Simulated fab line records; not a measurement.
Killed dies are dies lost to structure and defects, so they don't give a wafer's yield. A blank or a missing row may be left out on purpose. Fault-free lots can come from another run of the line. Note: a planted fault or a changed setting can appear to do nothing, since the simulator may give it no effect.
fab line records + flow nandHarc
[record]
- lots = 7
- wafers = 18
- lastDay = 31
route steps=1302 shown A_CONTACT@1061 END@1302
lots untouched by any fault: they come from a run of this same line in which no faults occurred
startH: hours from the record's opening day to when the first of the lot's shown wafers began + waitH: how many hours have passed since the lot's step before this one + " unchanged from the row above + L1.1+2: a row that stands for several wafers + - no value present, or no start provided + * or withheld: withheld + < > ~ a bound
route shown NAME@n: names a module that has steps shown in the file, with the first one's number in the route + usual: mean/standard deviation of fault-free wafers + same: alike in all rows + chamber/n: place in a boat + sites: the reading at each site + _std_site: the standard deviation of these + _edge_site: inner sites' mean taken away from outer sites' mean + radiusMm: for every site, how far away it sits from the centre of the wafer + mask NAME#n: copy n + behind: the most recent tool/chamber to have shaped the wafer + hold: the reason the lot was held/the length of the hold in hours/how it ended + device: names the non-switching transistor (n, p or np) + end of line: tests of these same wafers at the route's end + a step given without rows: its recipe and nothing more + killed: dies lost to structure and defects at the first sort, not the wafer's yield + map: the dies of a wafer, with x for killed, . for not killed, _ for no die there
set.NAME: the setting the step ran with; set.NAME@STEP: the setting that earlier step ran with + model.NAME: the simulator's own value behind a step, which no gauge read
lots at some steps of the route; a table a step, a row a wafer
services: from which hour (startH, from the record's first day; less than 0 if before it) a tool's chamber was out of use, for how many hours, and why
[[steps]]
[step NHARC_A_CONTACT_STRIP_104]
[recipe]
- cf4FlowSccm = 100
- chf3FlowSccm = 30
- arFlowSccm = 0
- biasW = 0
- chemistry = CF4/CHF3
[step NHARC_A_CONTACT_STRIP_105]
[recipe]
- o2FlowSccm = 400
- cosFlowSccm = 20
- arFlowSccm = 0
- biasW = 0
- chemistry = O2/COS
[step NHARC_A_CONTACT_ETCH_106]
[recipe]
- targetDepthA = 900
- overetchA = 90
- timeS = 49.5
- ionEnergyEv = 100
- cf4FlowSccm = 80
- o2FlowSccm = 20
- arFlowSccm = 0
- rfW = 300
- biasW = 100
- chemistry = CF4/O2
[usual]
- drypumpMotorCurrentA = 5.6/0.36
- oes_ar_750_au = 1.000/0.0046
- oesProductAu = 1.003/0.0096
- rfVppV = 198.3/1.5
- showerheadPlenumPTorr = 1.36/0.055
- throttleValvePct = 13.397/0.0087
| lot.wafer | tool       | chamber | startH | waitH | drypumpMotorCurrentA | oes_ar_750_au | oesProductAu | rfHoursCounterH | rfVppV | showerheadPlenumPTorr | throttleValvePct |
|-----------|------------|---------|--------|-------|----------------------|---------------|--------------|-----------------|--------|-----------------------|------------------|
| L946.1    | rieDiel-12 | 1       | 549.61 | 0.1   | 6.0                  | 0.998         | 1.003        | 18              | 197.4  | 1.35                  | 13.395           |
| L946.3    | "          | 3       | "      | "     | 5.4                  | 1.005         | 0.995        | 17              | 199.0  | 1.40                  | 13.397           |
| L946.5    | "          | 1       | "      | "     | 6.0                  | 1.002         | 1.009        | -               | 197.7  | 1.35                  | 13.400           |
| L950.1    | rieDiel-08 | 3       | 588.44 | 0.1   | 5.0                  | 0.993         | 0.997        | 12              | 197.0  | 1.35                  | 13.395           |
| L950.5    | "          | 1       | "      | "     | 5.6                  | 0.992         | 1.012        | -               | 201.4  | 1.41                  | 13.394           |
| L949.1    | rieDiel-03 | 0       | 594.21 | 0.1   | 5.3                  | 1.000         | 1.010        | 37              | 198.2  | 1.29                  | 13.406           |
| L949.6    | "          | 1       | "      | "     | 6.1                  | 0.997         | 0.991        | -               | 197.9  | 1.30                  | 13.398           |
| L951.5    | rieDiel-12 | 1       | 606.27 | 0.1   | 6.0                  | 1.002         | 1.006        | -               | 197.4  | 1.35                  | 13.395           |
| L951.6    | "          | 2       | "      | "     | 5.8                  | 0.996         | 1.012        | -               | 199.2  | 1.41                  | 13.406           |
| L955.3    | rieDiel-12 | 3       | 639.96 | 0.1   | 5.4                  | 0.998         | 0.997        | 1               | 198.3  | 1.39                  | 13.407           |
| L955.1    | "          | 1       | "      | "     | 6.0                  | 1.004         | 0.995        | 1               | 197.7  | 1.35                  | 13.401           |
| L955.6    | "          | 1       | "      | "     | 6.0                  | 0.996         | 1.004        | -               | 197.9  | 1.35                  | 13.395           |
| L957.3    | rieDiel-08 | 3       | 673.45 | 0.0   | 5.0                  | 1.001         | 1.000        | 40              | 198.4  | 1.34                  | 13.413           |
| L957.4    | "          | 0       | "      | "     | 5.6                  | 0.996         | 1.010        | 37              | 199.2  | 1.34                  | 13.398           |
| L957.2    | "          | 1       | "      | "     | 5.6                  | 0.996         | 1.000        | 34              | 199.8  | 1.40                  | 13.386           |
| L959.1    | rieDiel-12 | 1       | 695.31 | 0.1   | 6.0                  | 0.991         | 0.993        | 12              | 197.6  | 1.35                  | 13.393           |
| L959.4    | "          | 3       | "      | "     | 5.4                  | 0.998         | 0.990        | 11              | 198.1  | 1.39                  | 13.383           |
| L959.6    | "          | 1       | "      | "     | 6.0                  | 1.015         | 0.993        | -               | 198.5  | 1.35                  | 13.390           |
[step NHARC_A_CONTACT_STRIP_82]
[recipe]
- o2FlowSccm = 500
- arFlowSccm = 0
- biasW = 0
- chemistry = O2
[usual]
- drypumpMotorCurrentA = 5.6/0.35
- oesProductAu = 1.004/0.01
- rfVppV = 57.9/0.89
- showerheadPlenumPTorr = 3.60/0.14
- throttleValvePct = 17.037/0.0096
| lot.wafer | tool       | chamber | startH | waitH | drypumpMotorCurrentA | oesProductAu | rfHoursCounterH | rfVppV | showerheadPlenumPTorr | throttleValvePct |
|-----------|------------|---------|--------|-------|----------------------|--------------|-----------------|--------|-----------------------|------------------|
| L946.1    | rieDiel-12 | 1       | -      | -     | 6.0                  | 1.005        | 18              | 55.9   | 3.57                  | 17.023           |
| L946.3    | "          | 0       | "      | "     | 5.6                  | 1.005        | 20              | 59.3   | 3.80                  | 17.043           |
| L946.5    | "          | 1       | "      | "     | 6.0                  | 1.019        | -               | 58.8   | 3.57                  | 17.039           |
| L950.1    | rieDiel-08 | 3       | -      | -     | 5.0                  | 1.002        | 12              | 56.8   | 3.56                  | 17.048           |
| L950.5    | "          | 2       | "      | "     | 5.7                  | 0.999        | -               | 58.6   | 3.33                  | 17.036           |
| L949.1    | rieDiel-03 | 3       | -      | -     | 5.7                  | 1.014        | 42              | 58.1   | 3.75                  | 17.032           |
| L949.6    | "          | 3       | "      | "     | 5.7                  | 1.010        | -               | 58.9   | 3.75                  | 17.026           |
| L951.5    | rieDiel-12 | 0       | -      | -     | 5.6                  | 0.995        | -               | 58.2   | 3.79                  | 17.057           |
| L951.6    | "          | 1       | "      | "     | 6.0                  | 1.001        | -               | 58.5   | 3.56                  | 17.054           |
| L955.1    | rieDiel-12 | 1       | -      | -     | 6.1                  | 0.995        | 2               | 56.8   | 3.56                  | 17.050           |
| L955.3    | "          | 0       | "      | "     | 5.6                  | 0.994        | 2               | 57.9   | 3.79                  | 17.042           |
| L955.6    | "          | 3       | "      | "     | 5.4                  | 0.987        | -               | 57.8   | 3.68                  | 17.040           |
| L957.4    | rieDiel-08 | 3       | -      | -     | 5.0                  | 1.004        | 40              | 58.4   | 3.54                  | 17.030           |
| L957.3    | "          | 0       | "      | "     | 5.6                  | 0.998        | 37              | 57.2   | 3.54                  | 17.040           |
| L957.2    | "          | 1       | "      | "     | 5.6                  | 1.001        | 35              | 59.4   | 3.70                  | 17.031           |
| L959.4    | rieDiel-12 | 2       | -      | -     | 5.8                  | 1.019        | 10              | 57.8   | 3.70                  | 17.020           |
| L959.1    | "          | 3       | "      | "     | 5.4                  | 1.008        | 11              | 58.8   | 3.67                  | 17.032           |
| L959.6    | "          | 3       | "      | "     | 5.4                  | 1.003        | -               | 56.8   | 3.67                  | 17.028           |
[step NHARC_A_CONTACT_STRIP_83]
[recipe]
- timeS = 600
- tempC = 30
- chemistry = postEtchResidueRemover
[step NHARC_A_CONTACT_DEP_84]
[recipe]
- targetThkA = 28000
- tempC = 400
- material = aC
[usual]
- throttleValvePct = 35.002/0.0089
| lot.wafer | tool      | chamber | startH | waitH | throttleValvePct |
|-----------|-----------|---------|--------|-------|------------------|
| L946.1    | aclDep-03 | 0       | 550.26 | -     | 34.997           |
| L946.3    | "         | 0       | "      | "     | 35.013           |
| L946.5    | "         | 0       | "      | "     | 35.010           |
| L950.1    | aclDep-02 | 0       | 591.28 | -     | 35.005           |
| L950.5    | "         | 0       | 592.42 | -     | 34.992           |
| L949.1    | aclDep-02 | 0       | 594.85 | -     | 35.005           |
| L949.6    | "         | 0       | 596.28 | -     | 35.022           |
| L951.5    | aclDep-01 | 0       | 608.14 | -     | 35.009           |
| L951.6    | "         | 0       | "      | "     | 35.009           |
| L955.1    | aclDep-02 | 0       | 640.69 | -     | 35.022           |
| L955.3    | "         | 0       | "      | "     | 34.996           |
| L955.6    | "         | 0       | "      | "     | 35.012           |
| L957.2    | aclDep-01 | 0       | 680.21 | -     | 35.002           |
| L957.3    | "         | 0       | "      | "     | 35.000           |
| L957.4    | "         | 0       | "      | "     | 35.001           |
| L959.1    | aclDep-03 | 0       | 696.72 | -     | 35.008           |
| L959.4    | "         | 0       | "      | "     | 35.014           |
| L959.6    | "         | 0       | "      | "     | 35.017           |
[step NHARC_A_CONTACT_DEP_85]
[recipe]
- targetThkA = 600
- targetThkNm = 60
- tempC = 400
- pressureTorr = 3.5
- flowSccm = 200
- rfW = 350
- material = SiON
[usual]
- heaterPowerW = 705/73
- showerheadVppV = 1131/54
| lot.wafer | tool     | chamber | startH | waitH | heaterPowerW | showerheadVppV |
|-----------|----------|---------|--------|-------|--------------|----------------|
| L946.1    | pecvd-02 | 0       | 552.02 | 1.5   | 584          | 1168           |
| L946.3    | "        | 2       | "      | "     | 617          | 1112           |
| L946.5    | "        | 1       | "      | "     | 663          | 1106           |
| L950.1    | pecvd-01 | 1       | 593.48 | 1.9   | 785          | 1087           |
| L950.5    | "        | 0       | "      | "     | 787          | 1246           |
| L949.1    | pecvd-01 | 0       | 596.64 | 1.5   | 750          | 1217           |
| L949.6    | "        | 0       | "      | "     | 772          | 1249           |
| L951.5    | pecvd-02 | 2       | 608.85 | 0.4   | 640          | 1107           |
| L951.6    | "        | 0       | "      | "     | 642          | 1175           |
| L955.1    | pecvd-02 | 0       | 642.42 | 1.4   | 691          | 1161           |
| L955.3    | "        | 1       | "      | "     | 681          | 1111           |
| L955.6    | "        | 0       | "      | "     | 709          | 1182           |
| L957.3    | pecvd-02 | 1       | 681.69 | 0.9   | 661          | 1102           |
| L957.2    | "        | 2       | "      | "     | 701          | 1098           |
| L957.4    | "        | 1       | "      | "     | 670          | 1113           |
| L959.1    | pecvd-04 | 1       | 698.53 | 1.5   | 820          | 1114           |
| L959.6    | "        | 0       | "      | "     | 651          | 1104           |
| L959.4    | "        | 1       | "      | "     | 808          | 1102           |
[step NHARC_A_CONTACT_DEHYDRATE_00]
[recipe]
- tempC = 150
- timeS = 120
[step NHARC_A_CONTACT_HMDS_01]
[recipe]
- timeS = 30
[step NHARC_A_CONTACT_COAT_86]
[recipe]
- tempC = 260
- timeS = 75
[step NHARC_A_CONTACT_COAT_87]
[recipe]
- tempC = 225
- timeS = 65
[step NHARC_A_CONTACT_COAT_02]
[recipe]
- spinRpm = 1500
- resistThkNm = 90
[step NHARC_A_CONTACT_SOFTBAKE_03]
[recipe]
- tempC = 105
- timeS = 55
[usual]
- heaterPowerTotalW = 188.47/0.14
| lot.wafer | tool          | chamber | startH | waitH | heaterPowerTotalW |
|-----------|---------------|---------|--------|-------|-------------------|
| L946.1    | lithoTrack-04 | 0       | 552    | -     | 188.42            |
| L946.3    | "             | 0       | "      | "     | 188.73            |
| L946.5    | "             | 0       | "      | "     | 188.66            |
| L950.1    | lithoTrack-04 | 0       | 593    | -     | 188.62            |
| L950.5    | "             | 0       | "      | "     | 323.03            |
| L949.1    | lithoTrack-04 | 0       | 596    | -     | 188.49            |
| L949.6    | "             | 0       | "      | "     | 323.14            |
| L951.5    | lithoTrack-04 | 0       | 609    | -     | 323.24            |
| L951.6    | "             | 0       | "      | "     | 322.89            |
| L955.1    | lithoTrack-01 | 0       | 642    | -     | 188.37            |
| L955.3    | "             | 0       | "      | "     | 188.65            |
| L955.6    | "             | 0       | "      | "     | 188.31            |
| L957.2    | lithoTrack-06 | 0       | 681    | -     | 188.41            |
| L957.3    | "             | 0       | "      | "     | 188.30            |
| L957.4    | "             | 0       | "      | "     | 188.75            |
| L959.1    | lithoTrack-04 | 0       | 698    | -     | 188.38            |
| L959.4    | "             | 0       | "      | "     | 188.35            |
| L959.6    | "             | 0       | "      | "     | 188.74            |
[step NHARC_A_CONTACT_EBR_04]
[step NHARC_END_SORT_01]
[recipe]
- tempC = 25
[usual]
- killedAtArray = 49/18
- killedAtOther = 0.7/1.1
- killedAtPeriphery = 4.0/2.6
- killedDies = 54/19
- killedOpen = 3.4/1.7
- killedShort = 2.5/1.7
[same]
- grossDies = 677
| lot.wafer | tool      | chamber | startH | waitH | killedAtArray | killedAtOther | killedAtPeriphery | killedDies | killedOpen | killedShort |
|-----------|-----------|---------|--------|-------|---------------|---------------|-------------------|------------|------------|-------------|
| L946.1    | prober-01 | 0       | 602.67 | 2.5   | 44            | 3             | 2                 | 49         | 6          | 2           |
| L946.3    | prober-01 | 0       | 604.26 | 3.1   | 28            | 1             | 4                 | 33         | 4          | 0           |
| L946.5    | prober-01 | 0       | 605.86 | 3.7   | 56            | 4             | 1                 | 61         | 2          | 2           |
| L950.1    | prober-01 | 0       | 645.40 | 2.5   | 35            | 1             | 4                 | 40         | 6          | 1           |
| L950.5    | prober-01 | 0       | 648.61 | 3.7   | 35            | 1             | 4                 | 40         | 3          | 5           |
| L949.1    | prober-02 | 0       | 649.60 | 2.5   | 78            | 6             | 6                 | 90         | 4          | 2           |
| L949.6    | prober-02 | 0       | 653.54 | 3.9   | 66            | 3             | 7                 | 76         | 5          | 4           |
| L951.5    | prober-02 | 0       | 661.81 | 3.6   | 29            | 1             | 6                 | 36         | 6          | 4           |
| L951.6    | prober-02 | 0       | 662.59 | 3.9   | 24            | 2             | 5                 | 31         | 2          | 2           |
| L955.1    | prober-01 | 0       | 692.48 | 2.5   | 63            | 0             | 8                 | 71         | 3          | 3           |
| L955.3    | prober-01 | 0       | 694.08 | 3.1   | 80            | 0             | 6                 | 86         | 6          | 4           |
| L955.6    | prober-01 | 0       | 696.49 | 4.0   | 46            | 1             | 6                 | 53         | 4          | 4           |
| L957.2    | prober-02 | 0       | 735.88 | 2.8   | 32            | 1             | 6                 | 39         | 4          | 0           |
| L957.3    | prober-02 | 0       | 736.69 | 3.2   | 34            | 1             | 5                 | 40         | 0          | 3           |
| L957.4    | prober-02 | 0       | 737.51 | 3.5   | 23            | 1             | 8                 | 32         | 4          | 5           |
| L959.1    | prober-01 | 0       | 751.90 | 2.5   | 83            | 0             | 10                | 93         | 5          | 2           |
| L959.4    | prober-01 | 0       | 754.34 | 3.4   | 55            | 0             | 6                 | 61         | 0          | 4           |
| L959.6    | prober-01 | 0       | 755.97 | 4.1   | 62            | 0             | 7                 | 69         | 4          | 4           |
// killed by level:class
L946.1 A_CHANNEL_HOLE_D2:chamberFilmFlake=26 A_SGD_CUT:chamberFilmFlake=3 A_CONTACT:chamberFilmFlake=3 THIN_TSV:chamberFilmFlake=3 A_CHANNEL_FILL_D2:geometricParticle:open=2 A_CHANNEL_HOLE_D1:chamberFilmFlake=2 A_DECK1_JOINT:chamberFilmFlake=2 P_CONTACT:geometricParticle:short=1
L946.3 A_CHANNEL_HOLE_D2:chamberFilmFlake=15 A_CHANNEL_HOLE_D1:chamberFilmFlake=4 A_SGD_CUT:chamberFilmFlake=4 P_M1:chamberFilmFlake=2 P_CONTACT:geometricParticle:open=1 P_M0:geometricParticle:open=1 A_ONON_D2:geometricParticle:open=1 A_CHANNEL_FILL_D2:geometricParticle:open=1
L946.5 A_CHANNEL_HOLE_D2:chamberFilmFlake=32 A_SGD_CUT:chamberFilmFlake=7 A_CHANNEL_HOLE_D1:chamberFilmFlake=5 A_CONTACT:chamberFilmFlake=4 THIN_TSV:chamberFilmFlake=4 A_STAIRCASE:chamberFilmFlake=2 P_GATE:geometricParticle:open=1 A_ONON_D1:geometricParticle:short=1
L950.1 A_CHANNEL_HOLE_D2:chamberFilmFlake=13 A_CHANNEL_HOLE_D1:chamberFilmFlake=6 A_CHANNEL_FILL_D2:chamberFilmFlake=4 A_ONON_D1:geometricParticle:open=2 A_WL_FILL:geometricParticle:open=2 P_GATE:chamberFilmFlake=2 A_CHANNEL_FILL_D1:chamberFilmFlake=2 A_STAIRCASE:chamberFilmFlake=2
L950.5 A_CHANNEL_HOLE_D2:chamberFilmFlake=12 A_CONTACT:chamberFilmFlake=7 A_STAIRCASE:chamberFilmFlake=3 P_BONDPAD:chamberFilmFlake=2 A_CHANNEL_HOLE_D1:chamberFilmFlake=2 A_WL_FILL:chamberFilmFlake=2 P_CONTACT:geometricParticle:open=1 A_ONON_D2:geometricParticle:open=1
L949.1 A_CHANNEL_HOLE_D2:chamberFilmFlake=33 A_SLIT:chamberFilmFlake=31 THIN_TSV:chamberFilmFlake=6 P_M2:chamberFilmFlake=3 P_STI:chamberFilmFlake=2 A_CHANNEL_HOLE_D1:chamberFilmFlake=2 A_CHANNEL_FILL_D2:chamberFilmFlake=2 A_CONTACT:chamberFilmFlake=2
L949.6 A_SLIT:chamberFilmFlake=30 A_CHANNEL_HOLE_D2:chamberFilmFlake=16 A_CHANNEL_HOLE_D1:chamberFilmFlake=5 P_ZERO_WELL:chamberFilmFlake=3 A_CHANNEL_FILL_D2:chamberFilmFlake=3 THIN_TSV:chamberFilmFlake=3 A_CHANNEL_FILL_D1:geometricParticle:short=2 P_M2:chamberFilmFlake=2
L951.5 A_CHANNEL_HOLE_D1:chamberFilmFlake=9 A_CONTACT:chamberFilmFlake=4 A_CHANNEL_HOLE_D2:unspecified=3 P_GATE:chamberFilmFlake=2 P_GATE:geometricParticle:open=1 P_CONTACT:geometricParticle:open=1 P_BONDPAD:geometricParticle:short=1 A_SOURCE_PLATE:geometricParticle:short=1
L951.6 A_CHANNEL_HOLE_D1:chamberFilmFlake=11 A_ZERO_WELL:chamberFilmFlake=4 A_SLIT:chamberFilmFlake=3 P_BONDPAD:chamberFilmFlake=2 A_CONTACT:chamberFilmFlake=2 THIN_TSV:chamberFilmFlake=2 P_CONTACT:geometricParticle:open=1 P_M0:geometricParticle:open=1
L955.1 A_CHANNEL_HOLE_D1:chamberFilmFlake=30 A_CHANNEL_HOLE_D2:chamberFilmFlake=22 P_GATE:chamberFilmFlake=3 A_STAIRCASE:chamberFilmFlake=3 P_ZERO_WELL:chamberFilmFlake=2 A_SLIT:chamberFilmFlake=2 A_CONTACT:chamberFilmFlake=2 P_CONTACT:geometricParticle:short=1
L955.3 A_CHANNEL_HOLE_D1:chamberFilmFlake=35 A_CHANNEL_HOLE_D2:chamberFilmFlake=23 A_CONTACT:chamberFilmFlake=6 P_GATE:chamberFilmFlake=3 A_SLIT:chamberFilmFlake=3 A_STAIRCASE:chamberFilmFlake=3 A_WL_FILL:geometricParticle:open=2 A_WL_FILL:geometricParticle:short=2
L955.6 A_CHANNEL_HOLE_D1:chamberFilmFlake=17 A_CHANNEL_HOLE_D2:chamberFilmFlake=13 A_CONTACT:chamberFilmFlake=5 P_GATE:chamberFilmFlake=4 A_STAIRCASE:chamberFilmFlake=3 A_ONON_D1:geometricParticle:open=1 A_CHANNEL_HOLE_D1:geometricParticle:open=1 A_CHANNEL_FILL_D1:geometricParticle:short=1
L957.2 A_CHANNEL_HOLE_D1:chamberFilmFlake=11 A_SLIT:chamberFilmFlake=9 A_CONTACT:chamberFilmFlake=5 A_WL_FILL:chamberFilmFlake=3 P_STI:chamberFilmFlake=2 P_GATE:chamberFilmFlake=2 P_M1:geometricParticle:open=1 A_CHANNEL_HOLE_D1:geometricParticle:open=1
L957.3 A_CONTACT:chamberFilmFlake=12 A_CHANNEL_HOLE_D1:chamberFilmFlake=10 A_SLIT:chamberFilmFlake=4 P_ZERO_WELL:chamberFilmFlake=3 A_STAIRCASE:chamberFilmFlake=2 A_CHANNEL_FILL_D1:geometricParticle:short=1 A_SGD_CUT:geometricParticle:short=1 A_WL_FILL:geometricParticle:short=1
L957.4 A_CHANNEL_HOLE_D1:chamberFilmFlake=10 P_STI:chamberFilmFlake=3 A_CONTACT:chamberFilmFlake=3 P_ZERO_WELL:chamberFilmFlake=2 A_STAIRCASE:chamberFilmFlake=2 A_SLIT:chamberFilmFlake=2 P_GATE:geometricParticle:short=1 P_CONTACT:geometricParticle:short=1
L959.1 A_CHANNEL_HOLE_D1:chamberFilmFlake=32 A_SLIT:chamberFilmFlake=24 A_CHANNEL_HOLE_D2:chamberFilmFlake=15 P_ZERO_WELL:chamberFilmFlake=5 A_STAIRCASE:chamberFilmFlake=3 P_M0:geometricParticle:open=2 A_CHANNEL_FILL_D2:chamberFilmFlake=2 A_CONTACT:chamberFilmFlake=2
L959.4 A_SLIT:chamberFilmFlake=18 A_CHANNEL_HOLE_D1:chamberFilmFlake=15 A_CHANNEL_HOLE_D2:chamberFilmFlake=12 P_ZERO_WELL:chamberFilmFlake=2 P_GATE:chamberFilmFlake=2 A_CHANNEL_FILL_D2:chamberFilmFlake=2 A_WL_FILL:chamberFilmFlake=2 A_CONTACT:chamberFilmFlake=2
L959.6 A_CHANNEL_HOLE_D2:chamberFilmFlake=20 A_SLIT:chamberFilmFlake=13 A_CHANNEL_HOLE_D1:chamberFilmFlake=12 A_CONTACT:chamberFilmFlake=4 A_DECK1_JOINT:chamberFilmFlake=3 P_CONTACT:geometricParticle:open=2 P_ZERO_WELL:chamberFilmFlake=2 A_CHANNEL_FILL_D2:chamberFilmFlake=2
[[services]]
| tool          | chamber | startH | hours | kind   |
|---------------|---------|--------|-------|--------|
| lithoTrack-06 | -       | 529.00 | 7.0   | pm     |
| pecvd-02      | -       | 531.01 | 1.8   | repair |
| rieDiel-08    | 1       | 542.38 | 3.7   | repair |
| rieDiel-08    | -       | 545.21 | 9.0   | pm     |
| lithoTrack-04 | -       | 553.00 | 7.0   | pm     |
| aclDep-01     | -       | 553.68 | 13.0  | pm     |
| pecvd-01      | -       | 572.28 | 1.3   | repair |
| rieDiel-12    | 1       | 577.49 | 3.9   | repair |
| rieDiel-12    | 3       | 581.30 | 1.6   | repair |
| pecvd-02      | 0       | 581.42 | 23.1  | repair |
| pecvd-01      | 0       | 585.93 | 3.9   | repair |
| pecvd-02      | -       | 590.82 | 13.0  | pm     |
| aclDep-02     | -       | 607.44 | 13.0  | pm     |
| rieDiel-12    | -       | 622.40 | 9.0   | pm     |
| pecvd-04      | -       | 631.00 | 13.0  | pm     |
| rieDiel-03    | -       | 635.56 | 9.0   | pm     |
| rieDiel-08    | 1       | 648.37 | 9.1   | repair |
| rieDiel-08    | -       | 650.22 | 0.5   | repair |
| aclDep-02     | -       | 650.75 | 1.0   | repair |
| rieDiel-08    | -       | 666.91 | 0.3   | repair |
| aclDep-03     | -       | 667.66 | 13.0  | pm     |
| pecvd-01      | -       | 673.00 | 13.0  | pm     |
| rieDiel-12    | 0       | 673.93 | 16.8  | repair |
| rieDiel-03    | 3       | 678.19 | 6.5   | repair |
[[key]]
[firstSign]
- step = NHARC_A_CONTACT_SOFTBAKE_03
- reading = heaterPowerTotalW
- direction = up
- sigmas = 99+
- usual = *
- struck = *
effect none on later readings
metAt NHARC_A_CONTACT_SOFTBAKE_03
struckWafers L949.6,L950.5,L951.5,L951.6
testerLeftOut L949,L950,L951
onsetBetween 552 593
[fault]
- kind = processParameterDrift
- tool = lithoTrack-04
- chamber = -
- onsetH = 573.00
- steps = NHARC_A_CONTACT_SOFTBAKE_03
- channel = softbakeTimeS
- offset = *
- shape = step
- endH = 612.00
- scope = struckWafersOnly
- actsIn = *
- stated = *
// testerLeftOut: of these lots the tester's yield and bins aren't shown, on N5 and GAA mostly nor the transistor test; their killed dies are dies lost to structure and defects alone, not to doping, threshold or leakage, so they don't give the yield
